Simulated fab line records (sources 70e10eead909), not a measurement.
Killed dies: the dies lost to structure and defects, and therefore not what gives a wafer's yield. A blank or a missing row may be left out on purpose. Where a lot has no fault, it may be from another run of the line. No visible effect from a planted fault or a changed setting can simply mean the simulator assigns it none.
Which tool did it? | flow nand-harc | at 1 step of a route of 1159, 14 lots with 42 wafers sampled

== WHAT EACH GAUGE READ, for each wafer ==
NHARC_A_SOURCE_PLATE_THK_MEAS_06: measures by ellipsometry.
lot  | measured     | on            | thk-nm (nm)
L564 | day 8 06:18  | film-metro-02 | 203.6 202.7 203.0
L563 | day 8 06:18  | film-metro-01 | 196.7 199.1 199.4
L561 | day 8 10:02  | film-metro-02 | 196.6 195.4 194.2
L567 | day 9 01:59  | film-metro-02 | 199.6 198.3 200.8
L565 | day 9 01:59  | film-metro-01 | 203.0 199.1 204.1
L566 | day 9 01:59  | film-metro-02 | 200.0 204.5 202.3
L572 | day 10 14:49 | film-metro-01 | 197.5 198.2 199.1
L573 | day 10 14:49 | film-metro-02 | 201.1 200.0 203.2
L571 | day 11 01:18 | film-metro-02 | 199.7 199.9 201.0
L575 | day 11 06:31 | film-metro-02 | 201.8 200.1 201.2
L574 | day 11 06:31 | film-metro-01 | 202.5 199.9 200.5
L576 | day 11 13:48 | film-metro-01 | 197.6 198.5 199.5
L577 | day 11 13:48 | film-metro-02 | 201.7 200.8 197.9
L579 | day 11 23:19 | film-metro-02 | 201.9 204.4 198.5

== WHAT TOOL EACH LOT RAN ON (gives the tool, then ch and the chambers of the sampled wafers, and finally the start) ==
The record shows no process step preceding these readings.

== WHAT THE TOOLS THEMSELVES READ (means of the sampled wafers that have a number; where no wafer has one, the mark that the record gives instead) ==
The record holds no such reading with a usual standard deviation.

== THE ANSWER, worked out from the rows above alone ==
Rule: the lots themselves supply what counts as usual. Put in order of their means at a reading, lots are off if they are a third of the lots or fewer, leave a main group of 4 or more, and stand apart from it by a gap of 3 or more times the standard deviation of the main group's means; of several such gaps the widest counts. A main group whose means are all the same, to the digits that the tables above print for the reading, isn't used. Also off: a lot with no number at a reading for which 4 or more lots have one. All remaining lots with rows at the step are treated as sound. First the gauges in route order, then the tools' own readings, where a lot's mean is used as printed above. The first step at which some lot is off is used, and at that step the reading that is off furthest; a lot without a number counts as furthest.
Nothing can be told from this: no lot is off at any reading shown.

== WHAT THE SIMULATOR PUT IN ==
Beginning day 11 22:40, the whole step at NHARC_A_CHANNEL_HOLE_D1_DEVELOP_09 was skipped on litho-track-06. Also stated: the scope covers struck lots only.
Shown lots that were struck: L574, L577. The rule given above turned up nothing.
